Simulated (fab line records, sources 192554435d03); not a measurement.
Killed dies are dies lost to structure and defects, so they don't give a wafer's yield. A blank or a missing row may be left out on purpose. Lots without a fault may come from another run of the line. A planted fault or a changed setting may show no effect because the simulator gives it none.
Chamber matching | flow n5_finfet | N5_HKMG_FIN_PWFM_ALD_03 on ald_metal-01: 4 sister chambers
The step deposits TiN, target thk 2 nm, pulse time 1 s, purge time 3 s. 4 wafers are shown with their chamber, then 12 later ones without.

WAFERS WITH THEIR CHAMBER
wafer  | chamber | heater_power_w (W)
L089.3 | 0       | 700
L089.4 | 1       | 816
L089.5 | 2       | 1002
L089.6 | 3       | 733

WAFERS WITHOUT THEIR CHAMBER
wafer  | heater_power_w (W)
L091.3 | 703
L091.4 | 717
L091.5 | 838
L095.2 | 819
L095.5 | 695
L095.6 | 848
L096.1 | 711
L096.2 | 726
L096.3 | 1005
L096.4 | 826
L096.5 | 978
L096.6 | 709

WHICH CHAMBER EACH WENT THROUGH
wafer  | from the rows above     | in truth
L091.3 | can't be placed: 0 or 3 | 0
L091.4 | can't be placed: 3 or 0 | 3
L091.5 | 1                       | 1
L095.2 | 1                       | 1
L095.5 | 0                       | 0
L095.6 | 1                       | 1
L096.1 | can't be placed: 0 or 3 | 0
L096.2 | can't be placed: 3 or 0 | 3
L096.3 | 2                       | 2
L096.4 | 1                       | 1
L096.5 | 2                       | 2
L096.6 | can't be placed: 0 or 3 | 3
Placed correctly: 7 of 12. Can't be placed from these rows: 5 (the true chamber is among the candidates in 5). Placed wrongly: 0.
How it was worked out, from the rows above alone: a wafer's distance from a chamber is the root of the sum, over the readings, of the square of ((its reading less the chamber's mean) divided by the reading's scatter). The wafer belongs to the nearest chamber; if the next one is less than 2 further off, it can't be placed. A chamber's mean is the mean of its shown wafers. The scatter: with one shown wafer a chamber, the root of the mean of the squares of how far each hidden wafer lies from its nearest shown one.
